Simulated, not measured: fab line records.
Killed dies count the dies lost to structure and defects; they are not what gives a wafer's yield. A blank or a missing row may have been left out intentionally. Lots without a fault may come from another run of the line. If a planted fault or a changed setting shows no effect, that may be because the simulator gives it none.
fab line records ; flow n5_finfet ; part 1 of 2: steps 1 to 3 of 6
[record] lots = 23; wafers = 69; last_day = 20
route steps=1938 shown BEOL_M3@969
lots with no fault: from the same line, run without faults
start_h: hours from the record's opening day to when the first of the lot's shown wafers began ; wait_h: hours from the lot's prior step to this one ; " identical to the entry in the row above ; L1.1+2: one row covering several wafers at once ; - no value, or no start was given ; * or withheld: withheld ; < > ~ a bound
route shown NAME@n: NAME is a module with steps in the file, n the number in the route of the first one ; usual: average and standard deviation across the fault-free wafers ; same: alike in all rows ; chamber/n: place in a boat ; sites: each site's reading ; _std_site: the values' standard deviation ; _edge_site: inner sites' mean taken away from outer sites' mean ; radius_mm: for every site, how far away it sits from the centre of the wafer ; mask NAME#n: copy n ; behind: the most recent tool/chamber to have shaped the wafer ; hold: cause of the lot's hold/its duration in hours/its outcome ; device: the transistor (n, p or np) that didn't switch ; end of line: the same wafers' tests at the end of the route ; a step without rows: its recipe alone ; killed: not the wafer's yield, but the dies lost to structure and defects at the first sort ; map: per-die view of a wafer (x killed, . not killed, _ where there is no die)
set.NAME: the setting the step ran with; set.NAME@STEP: the setting that earlier step ran with ; model.NAME: the simulator's own value behind a step, which no gauge read
one table for each step of the route and one row for each wafer, over a sample of lots
services: when a tool's chamber went out of use (start_h, in hours from the record's first day, below 0 if earlier), for how many hours, and the reason
[[steps]]
[step N5_BEOL_M3_DESCUM_33]
[recipe] chemistry = O2; time_s = 7; source_power_w = 50; bias_power_w = 20; pressure_mtorr = 20; rf_frequency_hz = 2.712e+07; temp_c = 40; resist = CAR-EUV; o2_flow_sccm = 225
[usual] drypump_motor_current_A = 5.8/0.38; oes_product_au = 0.79/0.088; rf_vpp_V = 243.0/1.3; showerhead_plenum_p_Torr = 2.08/0.062; throttle_valve_pct = 20.44/0.14
lot.wafer;tool;chamber;start_h;wait_h;drypump_motor_current_A;oes_product_au;rf_hours_counter_h;rf_vpp_V;showerhead_plenum_p_Torr;throttle_valve_pct
L075.2;rie_diel-02;2;144.88;0.0;6.3;0.90;25;244.9;2.16;20.32
L075.5;rie_diel-02;1;144.88;0.0;6.4;0.73;-;243.1;2.09;20.34
L075.6;rie_diel-02;2;144.88;0.0;6.4;0.89;-;242.5;2.16;20.33
L074.2;rie_diel-02;0;154.51;0.0;6.3;0.71;175;243.2;2.08;20.37
L074.4;rie_diel-02;3;154.51;0.0;5.5;0.91;18;245.9;2.24;20.32
L074.6;rie_diel-02;0;154.51;0.0;6.3;0.72;-;242.7;2.08;20.35
L076.2;rie_diel-04;0;160.65;0.0;5.5;0.71;190;244.4;2.08;20.49
L076.3;rie_diel-04;1;160.65;0.0;5.4;0.80;80;242.5;2.03;20.51
L076.4;rie_diel-04;2;160.65;0.0;5.9;0.70;214;242.7;2.08;20.35
L077.2;rie_diel-04;0;161.65;0.0;5.5;0.72;190;241.0;2.08;20.47
L077.4;rie_diel-04;2;161.65;0.0;6.0;0.71;215;243.2;2.08;20.37
L077.5;rie_diel-04;1;161.65;0.0;5.4;0.81;-;242.2;2.03;20.51
L078.1;rie_diel-04;1;170.47;0.0;5.4;0.80;83;240.8;2.03;20.50
L078.2;rie_diel-04;2;170.47;0.0;6.0;0.70;217;242.7;2.08;20.35
L078.6;rie_diel-04;1;170.47;0.0;5.4;0.80;-;243.1;2.03;20.51
L079.2;rie_diel-02;3;178.80;0.0;5.5;0.90;28;244.5;2.24;20.34
L079.3;rie_diel-02;0;178.80;0.0;6.3;0.71;185;243.5;2.08;20.38
L079.4;rie_diel-02;2;178.80;0.0;6.3;0.86;37;243.6;2.15;20.34
L080.1;rie_diel-02;0;178.99;0.0;6.3;0.71;185;242.9;2.08;20.37
L080.3;rie_diel-02;1;178.99;0.0;6.4;0.73;184;241.5;2.09;20.33
L080.4;rie_diel-02;2;178.99;0.0;6.4;0.86;37;244.4;2.15;20.36
L081.3;rie_diel-04;1;186.58;0.0;5.4;0.81;88;242.0;2.03;20.50
L081.5;rie_diel-04;3;186.58;0.0;6.1;0.90;-;242.8;2.06;20.33
L081.6;rie_diel-04;0;186.58;0.0;5.5;0.71;-;243.5;2.07;20.50
L082.1;rie_diel-03;2;196.86;0.0;5.7;0.67;243;242.9;2.06;20.79
L082.3;rie_diel-03;0;196.86;0.0;5.4;0.72;180;242.2;2.00;20.75
L082.5;rie_diel-03;0;196.86;0.0;5.4;0.72;-;242.7;2.00;20.75
L084.2;rie_diel-04;0;211.81;0.0;5.5;0.70;205;243.4;2.07;20.50
L084.5;rie_diel-04;1;211.81;0.0;5.4;0.79;-;242.3;2.02;20.52
L084.6;rie_diel-04;0;211.81;0.0;5.5;0.70;-;244.4;2.07;20.50
L085.1;rie_diel-03;1;213.38;0.0;5.3;0.93;14;242.6;2.13;20.36
L085.3;rie_diel-03;3;213.38;0.0;5.6;0.96;2;244.0;2.14;20.23
L085.6;rie_diel-03;1;213.38;0.0;5.3;0.93;-;243.1;2.13;20.39
L087.1;rie_diel-03;1;268.33;0.0;5.2;0.87;36;243.8;2.12;20.41
L087.2;rie_diel-03;0;268.33;0.0;5.5;0.70;208;241.8;1.99;20.79
L087.5;rie_diel-03;0;268.33;0.0;5.5;0.70;-;242.5;1.99;20.78
L088.1;rie_diel-02;2;273.56;0.0;6.4;0.82;68;244.7;2.14;20.39
L088.2;rie_diel-02;3;273.56;0.0;5.5;0.84;57;246.1;2.23;20.39
L088.4;rie_diel-02;0;273.56;0.0;6.3;0.68;214;242.5;2.07;20.42
L086.1;rie_diel-03;3;273.79;0.0;5.7;0.90;25;244.4;2.14;20.26
L086.5;rie_diel-03;3;273.79;0.0;5.6;0.89;-;245.7;2.13;20.28
L086.6;rie_diel-03;0;273.79;0.0;5.5;0.71;-;241.4;1.99;20.79
L095.3;rie_diel-04;1;276.06;0.1;5.4;0.77;116;242.7;2.02;20.54
L095.5;rie_diel-04;1;276.06;0.1;5.4;0.77;-;243.4;2.02;20.54
L095.6;rie_diel-04;2;276.06;0.1;6.0;0.68;-;242.0;2.07;20.41
L096.1;rie_diel-03;1;276.89;0.2;5.3;0.87;38;243.7;2.12;20.40
L096.5;rie_diel-03;1;276.89;0.2;5.2;0.87;-;243.7;2.12;20.42
L096.6;rie_diel-03;0;276.89;0.2;5.5;0.71;-;241.5;1.99;20.79
L089.3;rie_diel-04;1;279.34;0.0;5.4;0.77;118;242.0;2.02;20.55
L089.4;rie_diel-04;3;279.34;0.0;6.1;0.86;-;241.9;2.05;20.37
L089.6;rie_diel-04;0;279.34;0.0;5.5;0.69;-;244.0;2.06;20.53
L091.3;rie_diel-02;2;279.44;0.0;6.3;0.82;70;242.9;2.14;20.39
L091.5;rie_diel-02;3;279.44;0.0;5.5;0.84;-;244.9;2.23;20.38
L091.6;rie_diel-02;2;279.44;0.0;6.4;0.82;-;243.1;2.14;20.40
L093.3;rie_diel-03;0;280.27;0.1;5.5;0.70;210;240.2;1.99;20.79
L093.4;rie_diel-03;2;280.27;0.1;5.7;0.94;7;243.5;2.05;20.38
L093.6;rie_diel-03;0;280.27;0.1;5.5;0.70;-;241.9;1.99;20.79
L094.1;rie_diel-04;0;282.11;0.0;5.5;0.69;231;242.8;2.06;20.52
L094.4;rie_diel-04;1;282.11;0.0;5.4;0.78;-;242.2;2.02;20.56
L094.5;rie_diel-04;0;282.11;0.0;5.5;0.68;-;241.5;2.06;20.55
L090.2;rie_diel-02;0;282.41;0.0;6.3;0.69;216;241.6;2.07;20.41
L090.4;rie_diel-02;1;282.41;0.0;6.4;0.71;218;241.9;2.08;20.39
L090.5;rie_diel-02;2;282.41;0.0;6.4;0.82;-;243.7;2.14;20.39
L092.1;rie_diel-03;1;282.81;0.0;5.2;0.87;39;244.0;2.12;20.40
L092.3;rie_diel-03;0;282.81;0.0;5.5;0.70;211;240.9;1.99;20.79
L092.5;rie_diel-03;3;282.81;0.0;5.7;0.88;-;245.7;2.13;20.28
L097.4;rie_diel-04;3;285.40;0.0;6.0;0.86;-;241.9;2.05;20.37
L097.5;rie_diel-04;0;285.40;0.0;5.5;0.68;-;244.1;2.06;20.53
L097.6;rie_diel-04;1;285.40;0.0;5.4;0.77;-;241.3;2.02;20.54
[step N5_BEOL_M3_ETCH_69]
[recipe] chemistry = CF4; target = SiARC; target_depth_a = 156; mask_material = CAR-EUV; time_s = 26; ion_energy_ev = 80; pressure_mtorr = 40; source_w = 545; bias_w = 36; Ar_flow_sccm = 100; cf4_flow_sccm = 100; ends = cleared
[usual] drypump_motor_current_A = 5.8/0.38; etch_rf_on_time_s = 25.9/0.39; oes_product_au = 0.68/0.07; rf_vpp_V = 183.8/1.1; showerhead_plenum_p_Torr = 2.13/0.06; throttle_valve_pct = 15.60/0.19
lot.wafer;tool;chamber;start_h;wait_h;drypump_motor_current_A;etch_rf_on_time_s;oes_product_au;rf_hours_counter_h;rf_vpp_V;showerhead_plenum_p_Torr;throttle_valve_pct
L075.2;rie_diel-02;2;144.93;0.0;6.3;26.6;0.74;25;186.4;2.17;15.28
L075.5;rie_diel-02;1;144.93;0.0;6.4;25.8;0.62;-;184.2;2.13;15.49
L075.6;rie_diel-02;2;144.93;0.0;6.4;26.2;0.75;-;184.8;2.17;15.29
L074.2;rie_diel-02;0;154.56;0.0;6.3;25.3;0.63;175;185.1;2.12;15.62
L074.4;rie_diel-02;3;154.56;0.0;5.5;26.1;0.76;18;186.4;2.27;15.39
L074.6;rie_diel-02;0;154.56;0.0;6.3;25.3;0.63;-;184.6;2.12;15.62
L076.2;rie_diel-04;0;160.70;0.0;5.5;25.8;0.62;190;184.8;2.12;15.68
L076.3;rie_diel-04;1;160.70;0.0;5.4;25.1;0.70;80;183.9;2.07;15.62
L076.4;rie_diel-04;2;160.70;0.0;6.0;26.2;0.61;214;183.6;2.13;15.57
L077.2;rie_diel-04;0;161.70;0.0;5.5;25.8;0.63;190;184.6;2.12;15.67
L077.4;rie_diel-04;2;161.70;0.0;6.0;26.5;0.61;215;183.0;2.13;15.57
L077.5;rie_diel-04;1;161.70;0.0;5.4;25.5;0.70;-;182.8;2.07;15.62
L078.1;rie_diel-04;1;170.52;0.0;5.4;25.6;0.70;83;182.1;2.07;15.63
L078.2;rie_diel-04;2;170.52;0.0;6.0;26.3;0.60;217;184.7;2.13;15.57
L078.6;rie_diel-04;1;170.52;0.0;5.4;25.6;0.70;-;183.2;2.07;15.64
L079.2;rie_diel-02;3;178.85;0.0;5.5;26.3;0.75;28;186.8;2.27;15.42
L079.3;rie_diel-02;0;178.85;0.0;6.3;25.5;0.62;185;185.0;2.12;15.64
L079.4;rie_diel-02;2;178.85;0.0;6.3;26.5;0.73;37;184.9;2.17;15.31
L080.1;rie_diel-02;0;179.04;0.0;6.3;25.7;0.62;185;183.1;2.12;15.64
L080.3;rie_diel-02;1;179.04;0.0;6.4;25.8;0.61;184;184.3;2.13;15.49
L080.4;rie_diel-02;2;179.04;0.0;6.3;26.5;0.72;37;183.2;2.17;15.30
L081.3;rie_diel-04;1;186.64;0.0;5.4;25.5;0.69;88;182.2;2.07;15.64
L081.5;rie_diel-04;3;186.64;0.0;6.1;26.1;0.75;-;183.7;2.08;15.33
L081.6;rie_diel-04;0;186.64;0.0;5.5;26.0;0.61;-;184.2;2.12;15.69
L082.1;rie_diel-03;2;196.91;0.0;5.7;26.4;0.58;243;181.8;2.12;16.09
L082.3;rie_diel-03;0;196.91;0.0;5.5;25.7;0.63;180;183.1;2.05;15.93
L082.5;rie_diel-03;0;196.91;0.0;5.5;25.8;0.62;-;183.7;2.05;15.93
L084.2;rie_diel-04;0;211.86;0.0;5.5;25.7;0.61;205;183.7;2.12;15.70
L084.5;rie_diel-04;1;211.86;0.0;5.4;25.4;0.69;-;183.1;2.07;15.66
L084.6;rie_diel-04;0;211.86;0.0;5.5;25.9;0.61;-;183.3;2.12;15.69
L085.1;rie_diel-03;1;213.43;0.0;5.3;25.7;0.79;14;183.1;2.19;15.59
L085.3;rie_diel-03;3;213.43;0.0;5.6;26.5;0.81;2;183.3;2.19;15.45
L085.6;rie_diel-03;1;213.43;0.0;5.2;25.8;0.79;-;184.8;2.19;15.57
L087.1;rie_diel-03;1;268.39;0.0;5.2;26.1;0.75;36;182.9;2.18;15.62
L087.2;rie_diel-03;0;268.39;0.0;5.5;25.9;0.60;208;183.4;2.04;15.98
L087.5;rie_diel-03;0;268.39;0.0;5.5;25.7;0.61;-;182.8;2.04;15.99
L088.1;rie_diel-02;2;273.61;0.0;6.4;26.5;0.69;68;184.9;2.16;15.37
L088.2;rie_diel-02;3;273.61;0.0;5.5;26.3;0.70;57;184.5;2.26;15.47
L088.4;rie_diel-02;0;273.61;0.0;6.3;25.9;0.60;214;183.6;2.11;15.70
L086.1;rie_diel-03;3;273.84;0.0;5.7;26.1;0.75;25;182.3;2.19;15.49
L086.5;rie_diel-03;3;273.84;0.0;5.7;26.2;0.76;-;185.1;2.19;15.48
L086.6;rie_diel-03;0;273.84;0.0;5.4;25.5;0.61;-;183.3;2.04;15.97
L095.3;rie_diel-04;1;276.11;0.0;5.4;25.3;0.67;116;183.4;2.06;15.71
L095.5;rie_diel-04;1;276.11;0.0;5.4;25.5;0.66;-;183.5;2.06;15.71
L095.6;rie_diel-04;2;276.11;0.0;6.0;26.4;0.58;-;183.5;2.12;15.64
L096.1;rie_diel-03;1;276.94;0.0;5.2;26.4;0.73;38;184.7;2.18;15.65
L096.5;rie_diel-03;1;276.94;0.0;5.2;26.3;0.74;-;184.2;2.18;15.62
L096.6;rie_diel-03;0;276.94;0.0;5.5;25.6;0.60;-;182.5;2.04;15.97
L089.3;rie_diel-04;1;279.39;0.0;5.4;25.7;0.66;118;182.6;2.06;15.70
L089.4;rie_diel-04;3;279.39;0.0;6.1;25.8;0.73;-;182.7;2.08;15.39
L089.6;rie_diel-04;0;279.39;0.0;5.5;25.8;0.60;-;183.8;2.11;15.76
L091.3;rie_diel-02;2;279.49;0.0;6.4;26.3;0.69;70;185.4;2.16;15.37
L091.5;rie_diel-02;3;279.49;0.0;5.5;25.8;0.71;-;185.5;2.26;15.47
L091.6;rie_diel-02;2;279.49;0.0;6.4;26.4;0.69;-;183.7;2.16;15.36
L093.3;rie_diel-03;0;280.32;0.0;5.5;25.6;0.60;210;183.3;2.04;15.98
L093.4;rie_diel-03;2;280.32;0.0;5.7;25.3;0.82;7;182.6;2.12;15.59
L093.6;rie_diel-03;0;280.32;0.0;5.5;25.7;0.61;-;182.3;2.04;15.99
L094.1;rie_diel-04;0;282.16;0.0;5.5;25.6;0.60;231;182.0;2.11;15.77
L094.4;rie_diel-04;1;282.16;0.0;5.4;25.7;0.66;-;183.9;2.06;15.70
L094.5;rie_diel-04;0;282.16;0.0;5.5;25.9;0.59;-;182.6;2.11;15.76
L090.2;rie_diel-02;0;282.47;0.0;6.3;25.9;0.60;216;182.8;2.11;15.71
L090.4;rie_diel-02;1;282.47;0.0;6.4;26.0;0.59;218;183.4;2.12;15.56
L090.5;rie_diel-02;2;282.47;0.0;6.3;26.7;0.69;-;184.5;2.16;15.37
L092.1;rie_diel-03;1;282.87;0.0;5.2;26.0;0.75;39;184.7;2.18;15.65
L092.3;rie_diel-03;0;282.87;0.0;5.5;25.9;0.61;211;183.4;2.04;15.97
L092.5;rie_diel-03;3;282.87;0.0;5.7;26.7;0.74;-;185.5;2.18;15.47
L097.4;rie_diel-04;3;285.46;0.0;6.1;25.9;0.73;-;184.6;2.07;15.38
L097.5;rie_diel-04;0;285.46;0.0;5.5;26.1;0.59;-;183.6;2.11;15.74
L097.6;rie_diel-04;1;285.46;0.0;5.4;25.7;0.66;-;182.7;2.06;15.71
[step N5_BEOL_M3_ALD_98]
[recipe] material = SiO2; target_thk_a = 25; temp_c = 100; ald_precursor_family = BDEAS; ald_co_reactant = O2-plasma; pulse_time_s = 1; co_reactant_pulse_time_s = 1; purge_time_s = 2; co_reactant_purge_time_s = 2; ald_cycles = 17; pressure_torr = 2
[usual] chamber_pressure_Torr = 2.000/0.0042; heater_power_w = 75/9; precursor_pulse_height_rel = 1.000/0.019
lot.wafer;tool;chamber;start_h;wait_h;chamber_pressure_Torr;heater_power_w;precursor_pulse_height_rel
L075.2;ald_sin-02;3;145.01;0.1;1.997;74;0.967
L075.5;ald_sin-02;0;145.01;0.1;1.995;73;1.015
L075.6;ald_sin-02;1;145.01;0.1;1.998;89;0.975
L074.2;ald_sin-01;1;154.64;0.1;2.002;67;1.005
L074.4;ald_sin-01;2;154.64;0.1;2.002;66;1.025
L074.6;ald_sin-01;0;154.64;0.1;2.001;71;0.981
L076.2;ald_sin-01;3;160.79;0.1;2.002;97;0.964
L076.3;ald_sin-01;1;160.79;0.1;1.996;66;1.019
L076.4;ald_sin-01;2;160.79;0.1;2.000;68;0.998
L077.2;ald_sin-02;0;161.79;0.1;2.006;74;0.981
L077.4;ald_sin-02;1;161.79;0.1;2.004;83;1.015
L077.5;ald_sin-02;2;161.79;0.1;1.999;62;0.998
L078.1;ald_sin-03;0;170.68;0.1;1.997;74;1.008
L078.2;ald_sin-03;2;170.68;0.1;1.994;77;0.993
L078.6;ald_sin-03;0;170.68;0.1;2.001;75;1.026
L079.2;ald_sin-03;2;179.54;0.7;2.002;77;0.996
L079.3;ald_sin-03;3;179.54;0.7;2.007;89;1.000
L079.4;ald_sin-03;0;179.54;0.7;1.995;73;0.966
L080.1;ald_sin-03;2;179.63;0.6;1.996;78;1.001
L080.3;ald_sin-03;0;179.63;0.6;1.999;77;1.029
L080.4;ald_sin-03;1;179.63;0.6;2.000;80;0.989
L081.3;ald_sin-02;2;186.72;0.1;1.996;62;1.005
L081.5;ald_sin-02;3;186.72;0.1;1.990;74;0.969
L081.6;ald_sin-02;0;186.72;0.1;1.998;74;1.015
L082.1;ald_sin-03;3;197.12;0.2;1.995;90;1.035
L082.3;ald_sin-03;1;197.12;0.2;2.001;79;0.998
L082.5;ald_sin-03;3;197.12;0.2;1.995;87;1.002
L084.2;ald_sin-02;2;211.94;0.1;2.001;62;0.980
L084.5;ald_sin-02;1;211.94;0.1;2.000;87;0.988
L084.6;ald_sin-02;2;211.94;0.1;1.994;61;1.009
L085.1;ald_sin-02;0;213.52;0.1;2.001;74;1.017
L085.3;ald_sin-02;2;213.52;0.1;2.002;63;1.024
L085.6;ald_sin-02;2;213.52;0.1;2.002;62;1.016
L087.1;ald_sin-01;0;268.47;0.1;1.999;72;0.998
L087.2;ald_sin-01;2;268.47;0.1;1.997;68;0.991
L087.5;ald_sin-01;0;268.47;0.1;2.006;73;0.997
L088.1;ald_sin-02;2;275.18;1.5;1.996;62;1.007
L088.2;ald_sin-02;3;275.18;1.5;2.000;74;1.003
L088.4;ald_sin-02;1;275.18;1.5;2.000;84;0.988
L086.1;ald_sin-02;2;275.28;1.4;2.000;63;1.019
L086.5;ald_sin-02;1;275.28;1.4;2.002;86;1.016
L086.6;ald_sin-02;0;275.28;1.4;2.006;74;1.013
L095.3;ald_sin-02;2;276.80;0.7;1.997;63;1.022
L095.5;ald_sin-02;2;276.80;0.7;2.000;61;0.995
L095.6;ald_sin-02;3;276.80;0.7;2.005;73;1.015
L096.1;ald_sin-02;2;277.05;0.1;1.999;64;1.006
L096.5;ald_sin-02;1;277.05;0.1;2.000;85;0.983
L096.6;ald_sin-02;0;277.05;0.1;1.996;73;0.978
L089.3;ald_sin-02;0;279.47;0.1;2.001;73;1.025
L089.4;ald_sin-02;1;279.47;0.1;1.997;84;0.991
L089.6;ald_sin-02;0;279.47;0.1;2.000;74;1.026
L091.3;ald_sin-01;2;280.24;0.7;1.999;68;0.990
L091.5;ald_sin-01;2;280.24;0.7;2.003;69;1.001
L091.6;ald_sin-01;3;280.24;0.7;2.001;95;1.001
L093.3;ald_sin-01;2;280.49;0.1;1.996;68;0.993
L093.4;ald_sin-01;0;280.49;0.1;1.995;73;1.041
L093.6;ald_sin-01;2;280.49;0.1;1.989;68;1.009
L094.1;ald_sin-01;3;282.24;0.1;2.006;93;1.001
L094.4;ald_sin-01;1;282.24;0.1;2.002;67;1.025
L094.5;ald_sin-01;3;282.24;0.1;2.003;95;0.985
L090.2;ald_sin-02;2;282.55;0.1;2.003;62;0.992
L090.4;ald_sin-02;3;282.55;0.1;1.998;76;1.003
L090.5;ald_sin-02;0;282.55;0.1;2.002;73;0.991
L092.1;ald_sin-01;3;282.95;0.1;1.998;97;1.010
L092.3;ald_sin-01;0;282.95;0.1;2.007;70;1.007
L092.5;ald_sin-01;3;282.95;0.1;2.007;96;1.008
L097.4;ald_sin-01;2;285.52;0.0;2.004;67;1.030
L097.5;ald_sin-01;0;285.52;0.0;1.998;71;0.992
L097.6;ald_sin-01;1;285.52;0.0;2.003;67;0.984
